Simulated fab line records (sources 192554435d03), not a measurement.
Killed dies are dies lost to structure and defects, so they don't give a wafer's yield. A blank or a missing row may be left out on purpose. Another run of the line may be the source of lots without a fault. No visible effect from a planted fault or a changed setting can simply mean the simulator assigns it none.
What tool caused it? || flow n5-finfet || Sampling: 11 lots, 31 wafers, 5 of 1938 route steps

WHAT EACH GAUGE READ, for each wafer
N5_BEOL_M4_RS_MEAS_58: measurement is done with a four-point probe.
{"lot": "L993", "measured": "day 8 00:11", "on": "film-metro-01", "M4_RS (ohm/sq)": "0.75 0.63 0.69"}
{"lot": "L994", "measured": "day 7 19:08", "on": "film-metro-02", "M4_RS (ohm/sq)": "0.72 0.70 0.76"}
{"lot": "L995", "measured": "day 8 14:59", "on": "film-metro-01", "M4_RS (ohm/sq)": "0.64 0.76 0.70"}
{"lot": "L996", "measured": "day 8 17:12", "on": "film-metro-02", "M4_RS (ohm/sq)": "0.64 0.70 0.66"}
{"lot": "L998", "measured": "day 9 03:41", "on": "film-metro-02", "M4_RS (ohm/sq)": "0.68 0.66"}
{"lot": "L999", "measured": "day 9 00:49", "on": "film-metro-02", "M4_RS (ohm/sq)": "0.70 0.74"}
{"lot": "L101", "measured": "day 10 03:32", "on": "film-metro-01", "M4_RS (ohm/sq)": "0.69 0.70 0.67"}
{"lot": "L104", "measured": "day 10 11:32", "on": "film-metro-01", "M4_RS (ohm/sq)": "0.71 0.73 0.70"}
{"lot": "L109", "measured": "day 12 09:29", "on": "film-metro-01", "M4_RS (ohm/sq)": "0.67 0.68 0.66"}
{"lot": "L110", "measured": "day 12 11:11", "on": "film-metro-01", "M4_RS (ohm/sq)": "0.76 0.78 0.72"}
{"lot": "L113", "measured": "day 13 05:08", "on": "film-metro-02", "M4_RS (ohm/sq)": "0.69 0.67 0.72"}

N5_BEOL_M4_INSPECT_59: inspects for defects (darkfield).
{"lot": "L993", "measured": "day 8 00:12", "on": "defect-inspect-02", "raw-defect-count": "71 62 73"}
{"lot": "L994", "measured": "day 7 19:09", "on": "defect-inspect-01", "raw-defect-count": "152 176 119"}
{"lot": "L995", "measured": "day 8 15:00", "on": "defect-inspect-02", "raw-defect-count": "80 60 71"}
{"lot": "L996", "measured": "day 8 17:14", "on": "defect-inspect-02", "raw-defect-count": "109 49 69"}
{"lot": "L998", "measured": "day 9 03:43", "on": "defect-inspect-02", "raw-defect-count": "81 81"}
{"lot": "L999", "measured": "day 9 00:50", "on": "defect-inspect-02", "raw-defect-count": "81 100"}
{"lot": "L101", "measured": "day 10 03:34", "on": "defect-inspect-01", "raw-defect-count": "59 51 30"}
{"lot": "L104", "measured": "day 10 11:34", "on": "defect-inspect-01", "raw-defect-count": "116 133 97"}
{"lot": "L109", "measured": "day 12 09:31", "on": "defect-inspect-02", "raw-defect-count": "73 35 66"}
{"lot": "L110", "measured": "day 12 11:12", "on": "defect-inspect-01", "raw-defect-count": "83 92 68"}
{"lot": "L113", "measured": "day 13 05:10", "on": "defect-inspect-01", "raw-defect-count": "93 86 57"}

N5_BEOL_M4_RC_MEAS_101.
{"lot": "L993", "measured": "day 8 00:23", "on": "prober-02", "DIBL_N (mV/V)": "38.1 40.4 37.6", "DIBL_P (mV/V)": "37.5 40.1 36.8", "IOFF_N (nA/um)": "0.18 0.23 0.17", "IOFF_P (nA/um)": "0.20 0.24 0.19", "ION_N (uA/um)": "672 687 665", "ION_P (uA/um)": "449 465 451", "REXT_N (ohm.um)": "72.3 73.7 73.0", "SS_N (mV/dec)": "72.3 73.4 71.6", "SS_P (mV/dec)": "73.7 73.7 73.8", "VT_N (mV)": "250 248 252", "VT_N_LVT (mV)": "99 94 99", "VT_P (mV)": "-251 -249 -254"}
{"lot": "L994", "measured": "day 7 19:20", "on": "prober-01", "DIBL_N (mV/V)": "38.4 36.5 39.9", "DIBL_P (mV/V)": "37.3 36.1 39.5", "IOFF_N (nA/um)": "0.22 0.17 0.24", "IOFF_P (nA/um)": "0.24 0.21 0.27", "ION_N (uA/um)": "688 667 679", "ION_P (uA/um)": "468 460 461", "REXT_N (ohm.um)": "75.6 76.3 77.5", "SS_N (mV/dec)": "72.3 71.8 72.8", "SS_P (mV/dec)": "74.0 73.1 74.7", "VT_N (mV)": "242 248 245", "VT_N_LVT (mV)": "93 95 93", "VT_P (mV)": "-247 -253 -247"}
{"lot": "L995", "measured": "day 8 15:20", "on": "prober-01", "DIBL_N (mV/V)": "34.8 39.1 35.7", "DIBL_P (mV/V)": "37.3 44.5 37.7", "IOFF_N (nA/um)": "0.18 0.26 0.18", "IOFF_P (nA/um)": "0.20 0.34 0.20", "ION_N (uA/um)": "683 693 677", "ION_P (uA/um)": "465 472 460", "REXT_N (ohm.um)": "74.9 79.4 75.7", "SS_N (mV/dec)": "72.7 73.3 72.2", "SS_P (mV/dec)": "72.9 74.0 72.6", "VT_N (mV)": "249 244 251", "VT_N_LVT (mV)": "95 91 98", "VT_P (mV)": "-252 -242 -251"}
{"lot": "L996", "measured": "day 8 17:16", "on": "prober-01", "DIBL_N (mV/V)": "36.2 34.6 33.8", "DIBL_P (mV/V)": "38.4 33.9 35.0", "IOFF_N (nA/um)": "0.18 0.15 0.13", "IOFF_P (nA/um)": "0.24 0.17 0.18", "ION_N (uA/um)": "671 667 657", "ION_P (uA/um)": "468 461 457", "REXT_N (ohm.um)": "76.9 77.0 77.6", "SS_N (mV/dec)": "72.0 72.0 71.6", "SS_P (mV/dec)": "73.2 72.3 72.8", "VT_N (mV)": "251 252 252", "VT_N_LVT (mV)": "97 100 102", "VT_P (mV)": "-247 -251 -252"}
{"lot": "L998", "measured": "day 9 04:13", "on": "prober-01", "DIBL_N (mV/V)": "38.2 36.4", "DIBL_P (mV/V)": "37.2 35.1", "IOFF_N (nA/um)": "0.18 0.15", "IOFF_P (nA/um)": "0.25 0.22", "ION_N (uA/um)": "685 673", "ION_P (uA/um)": "471 469", "REXT_N (ohm.um)": "75.3 74.4", "SS_N (mV/dec)": "71.5 71.0", "SS_P (mV/dec)": "73.8 72.5", "VT_N (mV)": "247 248", "VT_N_LVT (mV)": "97 100", "VT_P (mV)": "-247 -250"}
{"lot": "L999", "measured": "day 9 01:01", "on": "prober-01", "DIBL_N (mV/V)": "39.0 34.3", "DIBL_P (mV/V)": "39.5 33.8", "IOFF_N (nA/um)": "0.21 0.13", "IOFF_P (nA/um)": "0.20 0.14", "ION_N (uA/um)": "683 658", "ION_P (uA/um)": "456 449", "REXT_N (ohm.um)": "75.5 76.9", "SS_N (mV/dec)": "72.3 70.8", "SS_P (mV/dec)": "73.6 71.8", "VT_N (mV)": "246 251", "VT_N_LVT (mV)": "92 99", "VT_P (mV)": "-256 -256"}
{"lot": "L101", "measured": "day 10 03:54", "on": "prober-01", "DIBL_N (mV/V)": "39.1 37.8 36.3", "DIBL_P (mV/V)": "39.1 36.6 35.3", "IOFF_N (nA/um)": "0.18 0.16 0.14", "IOFF_P (nA/um)": "0.25 0.22 0.19", "ION_N (uA/um)": "665 665 666", "ION_P (uA/um)": "463 460 456", "REXT_N (ohm.um)": "75.7 74.6 75.0", "SS_N (mV/dec)": "73.1 72.4 71.7", "SS_P (mV/dec)": "74.1 73.1 72.8", "VT_N (mV)": "252 255 255", "VT_N_LVT (mV)": "100 103 103", "VT_P (mV)": "-249 -247 -252"}
{"lot": "L104", "measured": "day 10 11:45", "on": "prober-01", "DIBL_N (mV/V)": "39.4 36.1 38.8", "DIBL_P (mV/V)": "38.0 34.1 37.5", "IOFF_N (nA/um)": "0.21 0.14 0.20", "IOFF_P (nA/um)": "0.29 0.19 0.28", "ION_N (uA/um)": "681 677 687", "ION_P (uA/um)": "470 456 474", "REXT_N (ohm.um)": "77.7 77.4 77.7", "SS_N (mV/dec)": "72.4 71.5 72.0", "SS_P (mV/dec)": "73.7 72.6 73.6", "VT_N (mV)": "246 254 248", "VT_N_LVT (mV)": "98 103 97", "VT_P (mV)": "-244 -249 -244"}
{"lot": "L109", "measured": "day 12 09:42", "on": "prober-01", "DIBL_N (mV/V)": "31.9 35.0 32.7", "DIBL_P (mV/V)": "38.3 41.9 38.9", "IOFF_N (nA/um)": "0.09 0.12 0.10", "IOFF_P (nA/um)": "0.26 0.32 0.26", "ION_N (uA/um)": "612 634 629", "ION_P (uA/um)": "468 473 474", "REXT_N (ohm.um)": "97.0 95.7 94.3", "SS_N (mV/dec)": "71.0 71.6 71.5", "SS_P (mV/dec)": "74.2 75.1 74.1", "VT_N (mV)": "258 256 259", "VT_N_LVT (mV)": "110 104 107", "VT_P (mV)": "-246 -243 -249"}
{"lot": "L110", "measured": "day 12 11:52", "on": "prober-01", "DIBL_N (mV/V)": "31.0 25.6 31.0", "DIBL_P (mV/V)": "40.0 33.0 40.1", "IOFF_N (nA/um)": "0.09 0.05 0.09", "IOFF_P (nA/um)": "0.29 0.19 0.32", "ION_N (uA/um)": "620 601 613", "ION_P (uA/um)": "478 473 476", "REXT_N (ohm.um)": "98.7 96.5 97.4", "SS_N (mV/dec)": "70.5 69.2 70.1", "SS_P (mV/dec)": "74.0 71.4 73.3", "VT_N (mV)": "260 266 258", "VT_N_LVT (mV)": "110 116 107", "VT_P (mV)": "-243 -249 -243"}
{"lot": "L113", "measured": "day 13 05:11", "on": "prober-02", "DIBL_N (mV/V)": "38.6 39.7 40.7", "DIBL_P (mV/V)": "39.3 40.5 41.6", "IOFF_N (nA/um)": "0.18 0.23 0.23", "IOFF_P (nA/um)": "0.24 0.26 0.27", "ION_N (uA/um)": "681 683 692", "ION_P (uA/um)": "464 463 470", "REXT_N (ohm.um)": "75.4 74.0 73.9", "SS_N (mV/dec)": "71.8 72.4 72.7", "SS_P (mV/dec)": "74.7 74.5 74.2", "VT_N (mV)": "247 244 245", "VT_N_LVT (mV)": "95 93 94", "VT_P (mV)": "-250 -249 -249"}

EACH LOT AND THE TOOL THAT RAN IT (in order: tool; ch and the chambers of the sampled wafers; start)
{"lot": "L993", "N5_SD_EPI_N_VAPOR_ETCH_50": "epi-rpcvd-01 ch 0, day 3 01:18", "N5_BEOL_M4_ANNEAL_51": "rtp-anneal-02 ch 0, day 7 23:22"}
{"lot": "L994", "N5_SD_EPI_N_VAPOR_ETCH_50": "epi-rpcvd-01 ch 0, day 3 06:38", "N5_BEOL_M4_ANNEAL_51": "rtp-anneal-01 ch 0, day 7 18:19"}
{"lot": "L995", "N5_SD_EPI_N_VAPOR_ETCH_50": "epi-rpcvd-03 ch 0, day 3 14:30", "N5_BEOL_M4_ANNEAL_51": "rtp-anneal-02 ch 0, day 8 14:13"}
{"lot": "L996", "N5_SD_EPI_N_VAPOR_ETCH_50": "epi-rpcvd-03 ch 0, day 3 20:24", "N5_BEOL_M4_ANNEAL_51": "rtp-anneal-01 ch 0, day 8 16:20"}
{"lot": "L998", "N5_SD_EPI_N_VAPOR_ETCH_50": "epi-rpcvd-02 ch 0, day 4 08:24", "N5_BEOL_M4_ANNEAL_51": "rtp-anneal-01 ch 0, day 9 02:58"}
{"lot": "L999", "N5_SD_EPI_N_VAPOR_ETCH_50": "epi-rpcvd-02 ch 0, day 4 14:02", "N5_BEOL_M4_ANNEAL_51": "rtp-anneal-01 ch 0, day 9 00:00"}
{"lot": "L101", "N5_SD_EPI_N_VAPOR_ETCH_50": "epi-rpcvd-02 ch 0, day 5 07:15", "N5_BEOL_M4_ANNEAL_51": "rtp-anneal-01 ch 0, day 10 02:41"}
{"lot": "L104", "N5_SD_EPI_N_VAPOR_ETCH_50": "epi-rpcvd-01 ch 0, day 5 22:07", "N5_BEOL_M4_ANNEAL_51": "rtp-anneal-02 ch 0, day 10 10:44"}
{"lot": "L109", "N5_SD_EPI_N_VAPOR_ETCH_50": "epi-rpcvd-02 ch 0, day 7 03:23", "N5_BEOL_M4_ANNEAL_51": "rtp-anneal-01 ch 0, day 12 08:40"}
{"lot": "L110", "N5_SD_EPI_N_VAPOR_ETCH_50": "epi-rpcvd-02 ch 0, day 7 08:38", "N5_BEOL_M4_ANNEAL_51": "rtp-anneal-01 ch 0, day 12 10:24"}
{"lot": "L113", "N5_SD_EPI_N_VAPOR_ETCH_50": "epi-rpcvd-01 ch 0, day 8 01:57", "N5_BEOL_M4_ANNEAL_51": "rtp-anneal-01 ch 0, day 13 04:17"}
- N5_SD_EPI_N_VAPOR_ETCH_50: etches Si in HCl, time 54 s.
- N5_BEOL_M4_ANNEAL_51: time 90 s.

AS READ BY THE TOOLS THEMSELVES (means over the sampled wafers that have a number; for cases with no such wafer, the mark the record gives instead)
N5_SD_EPI_N_VAPOR_ETCH_50.
{"lot": "L993", "tool": "epi-rpcvd-01", "throttle-valve-pct (%)": 12.3}
{"lot": "L994", "tool": "epi-rpcvd-01", "throttle-valve-pct (%)": 12.5}
{"lot": "L995", "tool": "epi-rpcvd-03", "throttle-valve-pct (%)": 11.7}
{"lot": "L996", "tool": "epi-rpcvd-03", "throttle-valve-pct (%)": 11.8}
{"lot": "L998", "tool": "epi-rpcvd-02", "throttle-valve-pct (%)": 11.5}
{"lot": "L999", "tool": "epi-rpcvd-02", "throttle-valve-pct (%)": 11.5}
{"lot": "L101", "tool": "epi-rpcvd-02", "throttle-valve-pct (%)": 11.5}
{"lot": "L104", "tool": "epi-rpcvd-01", "throttle-valve-pct (%)": 12.5}
{"lot": "L109", "tool": "epi-rpcvd-02", "throttle-valve-pct (%)": 11.7}
{"lot": "L110", "tool": "epi-rpcvd-02", "throttle-valve-pct (%)": 11.6}
{"lot": "L113", "tool": "epi-rpcvd-01", "throttle-valve-pct (%)": 12.4}

N5_BEOL_M4_ANNEAL_51.
{"lot": "L993", "tool": "rtp-anneal-02", "anneal-temp-c (C)": 225.01, "wafer_temp_C_max": 226.8}
{"lot": "L994", "tool": "rtp-anneal-01", "anneal-temp-c (C)": 225.04, "wafer_temp_C_max": 226.2}
{"lot": "L995", "tool": "rtp-anneal-02", "anneal-temp-c (C)": 225.02, "wafer_temp_C_max": 226.8}
{"lot": "L996", "tool": "rtp-anneal-01", "anneal-temp-c (C)": 224.92, "wafer_temp_C_max": 225.7}
{"lot": "L998", "tool": "rtp-anneal-01", "anneal-temp-c (C)": 224.93, "wafer_temp_C_max": 225.9}
{"lot": "L999", "tool": "rtp-anneal-01", "anneal-temp-c (C)": 224.97, "wafer_temp_C_max": 225.8}
{"lot": "L101", "tool": "rtp-anneal-01", "anneal-temp-c (C)": 225.03, "wafer_temp_C_max": 226.0}
{"lot": "L104", "tool": "rtp-anneal-02", "anneal-temp-c (C)": 224.96, "wafer_temp_C_max": 226.6}
{"lot": "L109", "tool": "rtp-anneal-01", "anneal-temp-c (C)": 225.11, "wafer_temp_C_max": 225.8}
{"lot": "L110", "tool": "rtp-anneal-01", "anneal-temp-c (C)": 225.00, "wafer_temp_C_max": 226.0}
{"lot": "L113", "tool": "rtp-anneal-01", "anneal-temp-c (C)": 224.88, "wafer_temp_C_max": 226.0}

THE ANSWER, worked out from the rows above alone
Rule: the usual values come from the lots themselves. The widest of any qualifying gaps counts: lots, ordered by their means at a reading, are off when they make up no more than a third of the lots, leave a main group of 4 or more, and stand apart from it by 3 or more times the standard deviation of that group's means. A main group is skipped when, at the precision printed for the reading in the tables above, its means are all equal. Also off: a lot with no number at a reading for which 4 or more lots have one. Where the step has rows for the other lots, those lots are counted as sound. Order of review: gauges by route order, followed by the tools' own readings, for which a lot's mean as printed above is used. The first step at which some lot is off is used, and at that step the reading that is off furthest; a lot without a number counts as furthest.
Off: at N5_BEOL_M4_RC_MEAS_101 (REXT_N), L109, L110. The main group: mean 75.7 ohm.um, standard deviation 1.4.
A tool fits if, at a process step before that reading, it ran every lot that is off, and no sound lot after the first of them. Gauges at N5_BEOL_M4_RC_MEAS_101: tried the same way as those tools. 2 tools fit, epi-rpcvd-02 at N5_SD_EPI_N_VAPOR_ETCH_50 and prober-01 at N5_BEOL_M4_RC_MEAS_101, so this cannot tell which one it is.

WHAT WAS PUT IN BY THE SIMULATOR
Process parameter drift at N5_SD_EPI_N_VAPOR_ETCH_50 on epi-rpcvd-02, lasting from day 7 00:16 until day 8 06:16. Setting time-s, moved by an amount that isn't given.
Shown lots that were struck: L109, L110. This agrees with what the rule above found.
